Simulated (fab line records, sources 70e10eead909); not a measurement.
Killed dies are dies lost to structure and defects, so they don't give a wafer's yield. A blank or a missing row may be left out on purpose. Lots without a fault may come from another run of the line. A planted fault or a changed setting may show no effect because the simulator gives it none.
Which tool did it? | flow nand_harc | 12 lots, 36 wafers sampled, at 5 steps of a route of 1302

WHAT THE GAUGES READ, wafer by wafer
NHARC_A_BONDPAD_THK_MEAS_20: measures by xrf.
lot  | measured     | on            | thk_nm (nm)
L486 | day 23 14:57 | film_metro-01 | 169.6 169.5 169.5
L485 | day 23 18:03 | film_metro-01 | 171.6 171.1 169.3
L487 | day 24 03:58 | film_metro-02 | 171.6 169.7 171.3
L488 | day 24 06:18 | film_metro-02 | 169.7 169.4 170.3
L490 | day 24 21:41 | film_metro-02 | 168.7 169.9 168.5
L489 | day 24 22:46 | film_metro-01 | 169.4 167.9 171.6
L491 | day 25 20:28 | film_metro-02 | 169.9 169.9 170.7
L493 | day 27 09:03 | film_metro-01 | 171.3 171.3 170.6
L492 | day 27 13:17 | film_metro-01 | 168.9 170.3 168.9
L497 | day 28 14:58 | film_metro-02 | 169.6 168.1 170.3
L501 | day 30 16:39 | film_metro-02 | 170.9 170.4 168.7
L502 | day 30 21:55 | film_metro-02 | 171.6 169.7 170.4

NHARC_END_SORT_01.
lot  | measured     | on        | defect_limited_yield (%) | killed_at_array | killed_at_other | killed_at_periphery | killed_dies | killed_open | killed_short | sort_bin_2_pct (%) | sort_bin_3_pct (%) | sort_bin_4_pct (%) | sort_n_pass | sort_rim_yield_pct (%) | sort_yield_pct (%)
L486 | day 24 18:32 | prober-01 | 91 94 94                 | 55 37 34        | 1 1 3           | 6 2 3               | 62 40 40    | 4 1 4       | 0 2 4        | 3.4 1.8 1.8        | 1.2 0.9 0.4        | 4.6 3.2 3.7        | 615 637 637 | 92 88 86               | 91 94 94
L488 | day 25 14:38 | prober-01 | 88 87 88                 | 79 81 78        | 1 0 0           | 4 5 5               | 84 86 83    | 1 4 3       | 2 3 4        | 4.7 4.7 3.7        | 0.3 0.7 1.0        | 7.4 7.2 7.5        | 593 591 594 | 79 84 84               | 88 87 88
L491 | day 27 04:20 | prober-02 | 91 88 91                 | 54 76 57        | 0 0 0           | 4 2 3               | 58 78 60    | 3 6 6       | 0 3 2        | 3.8 3.8 4.0        | 0.7 0.7 0.4        | 4.0 6.9 4.4        | 619 599 617 | 77 86 81               | 91 88 91
L492 | day 28 16:22 | prober-02 | 97 95 96                 | 16 27 23        | 0 0 0           | 5 5 4               | 21 32 27    | 6 2 2       | 3 1 5        | 0.7 1.3 2.1        | 0.3 0.6 0          | 2.1 2.8 1.9        | 656 645 650 | 96 92 92               | 97 95 96
L497 | day 29 20:18 | prober-02 | 90 90 91                 | 56 65 51        | 0 0 2           | 9 5 5               | 65 70 58    | 1 1 4       | 2 4 0        | 3.2 2.7 4.3        | 0.7 0.9 0.7        | 5.6 6.8 3.5        | 612 607 619 | 86 84 83               | 90 90 91
L502 | day 31 23:31 | prober-01 | 95 94 0                  | 26 34 58        | 3 1 616         | 3 3 3               | 32 38 677   | 2 2 2       | 3 3 3        | 1.3 2.7 93.6       | 0.4 0.4 0.9        | 3.0 2.5 5.5        | 645 639 0   | 90 91 0                | 95 94 0

WHICH TOOL RAN EACH LOT (tool, then ch and the chambers of the sampled wafers, then the start)
lot  | NHARC_A_BONDPAD_PVD_17                  | NHARC_A_BONDPAD_CMP_19        | NHARC_THIN_TSV_GRIND_00
L486 | pvd_sputter-02, day 23 14:38 or earlier | cmp-04 ch 1,2,3, day 23 14:38 | grinder-01 ch 0, day 24 01:10
L485 | pvd_sputter-01, day 23 17:44 or earlier | cmp-04 ch 2,3, day 23 17:44   | grinder-01 ch 0, day 24 13:53
L487 | pvd_sputter-03, day 24 03:40 or earlier | cmp-04 ch 0,1,2, day 24 03:40 | grinder-01 ch 0, day 24 15:53
L488 | pvd_sputter-01, day 24 05:59 or earlier | cmp-04 ch 0,1, day 24 05:59   | grinder-01 ch 0, day 24 14:41
L490 | pvd_sputter-01, day 24 21:23 or earlier | cmp-02 ch 2,3, day 24 21:23   | grinder-01 ch 0, day 25 09:34
L489 | pvd_sputter-01, day 24 22:26 or earlier | cmp-04 ch 0,2,3, day 24 22:26 | grinder-01 ch 0, day 25 08:34
L491 | pvd_sputter-02, day 25 20:08 or earlier | cmp-04 ch 0,2,3, day 25 20:08 | grinder-01 ch 0, day 26 06:31
L493 | pvd_sputter-03, day 27 08:45 or earlier | cmp-03 ch 1,2,3, day 27 08:45 | grinder-01 ch 0, day 27 22:13
L492 | pvd_sputter-02, day 27 13:02 or earlier | cmp-02 ch 0,1,2, day 27 13:02 | grinder-01 ch 0, day 27 23:37
L497 | pvd_sputter-01, day 28 14:39 or earlier | cmp-03 ch 1,2,3, day 28 14:39 | grinder-01 ch 0, day 29 02:37
L501 | pvd_sputter-01, day 30 16:22 or earlier | cmp-02 ch 0,2,3, day 30 16:22 | grinder-01 ch 0, day 31 05:22
L502 | pvd_sputter-02, day 30 21:35 or earlier | cmp-04 ch 1,3, day 30 21:35   | grinder-01 ch 0, day 31 06:33
- NHARC_A_BONDPAD_PVD_17: deposits TaN, target thk 5 nm, time 8.06 s.
- NHARC_A_BONDPAD_CMP_19: polishes, t overpolish 30 s, cu recess touch 16 s, target thk 169.82 nm.
- NHARC_THIN_TSV_GRIND_00

WHAT THE TOOLS THEMSELVES READ (means of the sampled wafers that have a number; where no wafer has one, the mark that the record gives instead)
NHARC_A_BONDPAD_PVD_17.
lot  | tool           | cathode_dc_power_W (W) | throttle_valve_pct (%)
L486 | pvd_sputter-02 | 15000                  | 30.9
L485 | pvd_sputter-01 | 15000                  | 30.0
L487 | pvd_sputter-03 | 15000                  | 29.7
L488 | pvd_sputter-01 | 15001                  | 31.3
L490 | pvd_sputter-01 | 15002                  | 31.4
L489 | pvd_sputter-01 | 14999                  | 31.4
L491 | pvd_sputter-02 | 15002                  | 30.6
L493 | pvd_sputter-03 | 15002                  | 29.8
L492 | pvd_sputter-02 | 15002                  | 30.4
L497 | pvd_sputter-01 | 15001                  | 29.3
L501 | pvd_sputter-01 | 15000                  | 30.4
L502 | pvd_sputter-02 | 15000                  | 30.2

NHARC_A_BONDPAD_CMP_19.
lot  | tool   | motor_current_A (A) | overpolish_run_s (s) | retaining_ring_pressure_frac | slurry_filter_dp_kPa (kPa)
L486 | cmp-04 | 11.4                | 29.990               | 1.002                        | 13.54
L485 | cmp-04 | 10.9                | 30.011               | 1.002                        | 13.58
L487 | cmp-04 | 12.1                | 29.999               | 0.999                        | 13.31
L488 | cmp-04 | 11.7                | 29.997               | 1.003                        | 13.54
L490 | cmp-02 | 13.8                | 30.010               | 0.995                        | 13.32
L489 | cmp-04 | 11.1                | 30.007               | 0.997                        | 13.47
L491 | cmp-04 | 11.2                | 29.995               | 0.999                        | 13.47
L493 | cmp-03 | 12.9                | 30.006               | 1.002                        | 13.52
L492 | cmp-02 | 13.1                | 30.001               | 1.001                        | 13.39
L497 | cmp-03 | 13.6                | 29.996               | 0.997                        | 13.55
L501 | cmp-02 | 13.3                | 30.002               | 1.003                        | 13.65
L502 | cmp-04 | 11.5                | 30.003               | 1.000                        | 13.56

NHARC_THIN_TSV_GRIND_00.
lot  | tool       | motor_current_A (A)
L486 | grinder-01 | 12.015
L485 | grinder-01 | 12.008
L487 | grinder-01 | 12.013
L488 | grinder-01 | 11.994
L490 | grinder-01 | 12.007
L489 | grinder-01 | 11.996
L491 | grinder-01 | 12.003
L493 | grinder-01 | 12.006
L492 | grinder-01 | 11.997
L497 | grinder-01 | 12.000
L501 | grinder-01 | 11.993
L502 | grinder-01 | 12.008

THE ANSWER, worked out from the rows above alone
Rule: what is usual is taken from the lots themselves. Put in order of their means at a reading, lots are off if they are a third of the lots or fewer, leave a main group of 4 or more, and stand apart from it by a gap of 3 or more times the standard deviation of the main group's means; of several such gaps the widest counts. A main group whose means are all the same, to the digits that the tables above print for the reading, isn't used. A lot without any number at a reading at which 4 lots or more have one is off too. The other lots that the step has rows for count as sound. The gauges are gone through in route order, then the tools' own readings, and for those a lot's mean is taken as printed above. The first step at which some lot is off is used, and at that step the reading that is off furthest; a lot without a number counts as furthest.
Off: L502, at NHARC_END_SORT_01 (killed_at_other). The main group: mean 0.5, standard deviation 0.62. Neither off nor sound, because the step has no rows for them: L485, L487, L490, L489, L493, L501.
A tool fits if, at a process step before that reading, it ran every lot that is off, and no sound lot after the first of them. The gauges at NHARC_END_SORT_01 are tried like those tools. NHARC_A_BONDPAD_PVD_17 gives no start for some lots, so the hours and the order of its lots are those of NHARC_A_BONDPAD_CMP_19. Can't be told from this: 4 tools fit, pvd_sputter-02 at NHARC_A_BONDPAD_PVD_17, cmp-04 at NHARC_A_BONDPAD_CMP_19, grinder-01 at NHARC_THIN_TSV_GRIND_00, prober-01 at NHARC_END_SORT_01.

WHAT THE SIMULATOR HAD PUT IN
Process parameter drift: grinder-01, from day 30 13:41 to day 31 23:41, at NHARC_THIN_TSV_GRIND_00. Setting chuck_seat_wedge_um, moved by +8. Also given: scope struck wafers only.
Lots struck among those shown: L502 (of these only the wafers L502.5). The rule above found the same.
